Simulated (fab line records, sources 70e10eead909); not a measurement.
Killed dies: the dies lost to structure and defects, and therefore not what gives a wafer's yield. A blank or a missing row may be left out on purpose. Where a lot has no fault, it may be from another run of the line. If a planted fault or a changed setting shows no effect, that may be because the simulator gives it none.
One fault through the eyes of 2 desks | flow nand harc | each desk has only its own numbers; what lay behind them comes last

FOR THE TOOL OWNER'S DESK: pecvd onon-03
The tool's own readings at NHARC_A_ONON_D1_DEP_28 (target thk 1000 nm): means of the sampled wafers that have a number, for each lot that ran on this tool. Marked OUT: a lot whose mean sits more than 4 standard deviations from the usual mean, which makes it out of limits; the brackets give that distance.
Columns: A = n2o flow sccm at NHARC_A_ONON_D1_DEP_28, usual 2000 sccm
lot  | first seen here | A
L803 | day 8 04:32     | 1996
L811 | day 9 19:44     | 2002
L812 | day 10 10:32    | 2000
L816 | day 11 03:44    | 1993
L819 | day 11 23:49    | 1997
This desk's verdict: no lot among the 5 shows anything out of limits.

THE METROLOGY DESK
What the gauges read, lot by lot, whatever tool the lot ran on: means of the sampled wafers that have a number. Marked OUT: a lot whose mean sits more than 4 standard deviations from the usual mean, which makes it out of limits; the brackets give that distance.
Columns: A = thk nm at NHARC_A_ONON_D1_THK_MEAS_27, usual 1001 nm; B = thk nm at NHARC_A_ONON_D1_THK_MEAS_30, usual 995 nm
lot  | first seen here | A    | B
L803 | day 8 04:25     | 1008 | 987
L805 | day 8 04:25     | 985  | 995
L804 | day 8 10:13     | 1013 | 990
L807 | day 8 22:53     | 999  | 991
L806 | day 8 22:54     | 995  | 997
L810 | day 9 19:41     | 1008 | 1003
L811 | day 9 19:41     | 1005 | 1002
L812 | day 10 10:28    | 992  | 987
L814 | day 10 19:41    | 1003 | 996
L815 | day 11 03:39    | 1009 | 977
L816 | day 11 03:41    | 1013 | 1048 (+5.3) OUT
L819 | day 11 23:46    | 985  | 1054 (+5.9) OUT
L824 | day 13 05:28    | 994  | 991
L826 | day 13 08:57    | 1007 | 1011
This desk's finding: out of limits on L816, L819; first on L816, day 11 04:16 (thk nm at NHARC_A_ONON_D1_THK_MEAS_30). L803, L805, L804, L807, L806, L810, L811, L812, L814, L815, L824, L826 stayed within limits.

ALL TOGETHER
Metrology desk: alarm possible at day 11 04:16 on L816, L819.
Nothing out of limits was seen by the tool owner's desk.
Tool owner's desk: L816, L819 on record, inside its limits.
The lots listed all ran NHARC_A_ONON_D1_DEP_28 on pecvd onon-03.

WHAT HAD BEEN PUT IN BY THE SIMULATOR
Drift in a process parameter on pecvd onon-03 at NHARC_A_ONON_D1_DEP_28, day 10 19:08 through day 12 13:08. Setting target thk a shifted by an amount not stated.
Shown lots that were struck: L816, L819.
Delay in hours, fault start to first out-of-limits reading, per desk: metrology desk 9.
